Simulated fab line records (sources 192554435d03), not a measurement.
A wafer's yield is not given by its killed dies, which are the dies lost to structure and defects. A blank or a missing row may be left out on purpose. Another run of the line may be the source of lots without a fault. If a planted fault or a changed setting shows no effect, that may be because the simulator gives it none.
Matching of chambers / flow n5 finfet / 3 sister chambers for N5_BEOL_M3_PECVD_72 on pecvd-02
The step deposits SiO2 from TEOS/O2, target thk 16 nm, time 18 s. 3 wafers are shown with their chamber, then 7 later ones without.

== WAFERS WITH THEIR CHAMBER ==
wafer=L078.6; chamber=2; throttle valve pct (%)=24.3
wafer=L091.1; chamber=0; throttle valve pct (%)=21.1
wafer=L091.4; chamber=1; throttle valve pct (%)=23.0

== WAFERS WITH NO CHAMBER GIVEN ==
wafer=L091.6; throttle valve pct (%)=20.8
wafer=L093.1; throttle valve pct (%)=22.3
wafer=L093.3; throttle valve pct (%)=22.7
wafer=L093.5; throttle valve pct (%)=22.1
wafer=L096.3; throttle valve pct (%)=22.4
wafer=L096.4; throttle valve pct (%)=23.0
wafer=L096.5; throttle valve pct (%)=22.5

== THE CHAMBER EACH PASSED THROUGH ==
wafer=L091.6; from the rows above=0; in truth=0
wafer=L093.1; from the rows above=can't be placed: 1 or 0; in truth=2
wafer=L093.3; from the rows above=1; in truth=1
wafer=L093.5; from the rows above=can't be placed: 1 or 0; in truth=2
wafer=L096.3; from the rows above=can't be placed: 1 or 0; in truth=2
wafer=L096.4; from the rows above=1; in truth=1
wafer=L096.5; from the rows above=can't be placed: 1 or 0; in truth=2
Correctly placed: 3 of 7. Cannot be placed on the basis of these rows: 4; the candidates contain the true chamber in 0. Wrongly placed: 0.
How it was worked out, from the rows above alone: a wafer's distance from a chamber is the root of the sum, over the readings, of the square of ((its reading less the chamber's mean) divided by the reading's scatter). The wafer belongs to the nearest chamber; if the next one is less than 2 further off, it can't be placed. For every chamber, the mean is computed from those of its wafers that are shown. The scatter (one wafer shown for each chamber): square how far every hidden wafer sits from the nearest shown wafer, average those squares and take the square root.
